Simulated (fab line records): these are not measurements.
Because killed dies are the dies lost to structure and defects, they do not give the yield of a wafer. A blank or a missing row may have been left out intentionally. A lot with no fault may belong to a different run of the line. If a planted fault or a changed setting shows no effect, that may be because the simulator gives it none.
Struck lot and sound lot, side by side + flow nand-harc + 20 steps out of a route of 1302
Sound: wafers L425.4, L425.5, L425.6. Wafers struck: L437.1, L437.3, L437.4. Last of all comes the cause.
Order at every step that has rows: each side's tool, ch and its chambers, its first start. Under that, the readings that differ: sound wafers + struck wafers + difference of the means + sigmas: that difference in standard deviations of wafers without a fault.
alike: same words and numbers on both sides, and readings whose means sit less than 2 such deviations apart. not compared: any withheld reading, any reading some wafer has no value for, any bound like >300 that may hide the same value, and any number with overlapping values for which the record gives no deviation.
The two part at a step that has a row with sigmas, a row that says differs or no value, or rows on one side only. When numbers do not overlap yet have no deviation, they are printed without sigmas and do not part them. Lack of a reading on every wafer of one side parts them only where that side has two or more wafers.

NHARC_A_BLC_CMP_25: polishes, t overpolish 30 s, target thk 150 nm.
  sound on cmp-04 ch 0,1,3, day 25 17:42; struck on cmp-04 ch 0,1,2, day 30 07:38
  alike: motor-current-A, overpolish-run-s, slurry-flow-ml-min, time-to-endpoint-s
after that, 1 step had no rows for these wafers: NHARC_A_BLC_SRD_27.
NHARC_A_BLC_INSPECT_28:
  sound on defect-inspect-01, day 25 18:04; struck on defect-inspect-02, day 30 08:02
  alike: raw-defect-count
then, 8 steps without rows for these wafers: NHARC_A_M0_DEP_00 (deposits SiOC, target thk 150 nm); NHARC_A_M0_DEHYDRATE_01 (time 120 s); NHARC_A_M0_HMDS_02 (time 30 s); NHARC_A_M0_COAT_33 (time 65 s); NHARC_A_M0_COAT_03 (resist thk 90 nm); NHARC_A_M0_SOFTBAKE_04 (time 55 s); NHARC_A_M0_EBR_05; NHARC_A_M0_EXPOSE_06 (exposes mask A M0, target cd 80 nm).
NHARC_A_M0_PEB_07: peb time 65 s.
  sound on litho-track-04 ch 0, day 25 18:46; struck on litho-track-01 ch 0, day 30 08:44
| reading                  | sound             | struck               | difference | sigmas |
|--------------------------|-------------------|----------------------|------------|--------|
| heater-power-total-W (W) | 156.3 156.1 156.5 | 162.1 163.1 162.3    | +6.2       | +15    |
| plate-temp-C (C)         | 99.90 99.96 99.93 | 102.77 102.87 102.86 | +2.90      | +22    |
then, 1 step without rows for these wafers: NHARC_A_M0_DEVELOP_08 (develop time 35 s).
NHARC_A_M0_CD_MEAS_09: target cd 80 nm.
  sound on cd-sem-03 ch 0, day 25 18:51; struck on cd-sem-03 ch 0
| reading    | sound          | struck         | difference | sigmas |
|------------|----------------|----------------|------------|--------|
| cd-nm (nm) | 79.4 80.7 80.2 | 90.5 89.5 90.4 | +10.0      | +14    |
  not compared: hold
NHARC_A_M0_OVL_MEAS_10: pitch 160 nm.
  sound on overlay-01, day 25 18:56; struck on overlay-01, day 30 10:52
| reading | sound | struck                                                                     | difference                   | sigmas |
|---------|-------|----------------------------------------------------------------------------|------------------------------|--------|
| hold    | - - - | await-dispo/1.8h/release await-dispo/1.8h/release await-dispo/1.8h/release | no value on the sound wafers |        |
  alike: overlay-x-nm, overlay-y-nm
NHARC_A_M0_INSPECT_11:
  sound on defect-inspect-01, day 25 18:58; struck on defect-inspect-01, day 30 10:54
  alike: raw-defect-count
NHARC_A_M0_DESCUM_14: chemistry O2, time 3 s.
  sound on rie-diel-06 ch 0,2,3, day 25 19:02; struck on rie-diel-10 ch 0,1,3, day 30 10:58
| reading               | sound           | struck            | difference | sigmas |
|-----------------------|-----------------|-------------------|------------|--------|
| model.A_M0.cd-nm (nm) | 79.7 79.8 80.49 | 91.54 88.93 90.72 | +10.40     |        |
  alike: drypump-motor-current-A, oes-product-au, rf-vpp-V, showerhead-plenum-p-Torr, throttle-valve-pct
  not compared: rf-hours-counter-h
NHARC_A_M0_ETCH_34: etches the open film in N2/H2, target depth 40 nm, overetch 12 nm, time 43.94 s.
  sound on rie-diel-06 ch 2,3, day 25 19:07; struck on rie-diel-10 ch 1,2,3, day 30 11:04
| reading               | sound             | struck            | difference | sigmas |
|-----------------------|-------------------|-------------------|------------|--------|
| oes-product-au (a.u.) | 1.020 1.003 1.021 | 0.995 0.987 0.995 | -0.022     | -2     |
  alike: drypump-motor-current-A, rf-vpp-V, showerhead-plenum-p-Torr, throttle-valve-pct
  not compared: rf-hours-counter-h
NHARC_A_M0_ETCH_15: etches the open film in C4F8/Ar, target depth 150 nm, overetch 15 nm, time 82.5 s.
  sound on rie-diel-06 ch 0,1,2; struck on rie-diel-10 ch 1,2,3
| reading               | sound            | struck            | difference | sigmas |
|-----------------------|------------------|-------------------|------------|--------|
| model.A_M0.cd-nm (nm) | 79.3 79.73 80.23 | 91.86 88.93 90.69 | +10.74     |        |
  alike: oes-product-au, rf-vpp-V
  not compared: rf-hours-counter-h
NHARC_A_M0_CD_MEAS_16:
  sound on cd-sem-02, day 25 19:20; struck on cd-sem-03, day 30 11:27
| reading    | sound          | struck         | difference | sigmas |
|------------|----------------|----------------|------------|--------|
| cd-nm (nm) | 79.1 79.5 79.9 | 91.6 88.7 90.6 | +10.8      | +12    |
  not compared: hold

WHERE THEY PART
At NHARC_A_M0_PEB_07 first; at NHARC_A_M0_CD_MEAS_16 last (within this record only).

WHY: whatever the simulator had introduced
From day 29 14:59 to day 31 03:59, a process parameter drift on litho-track-01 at NHARC_A_M0_PEB_07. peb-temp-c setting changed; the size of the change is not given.
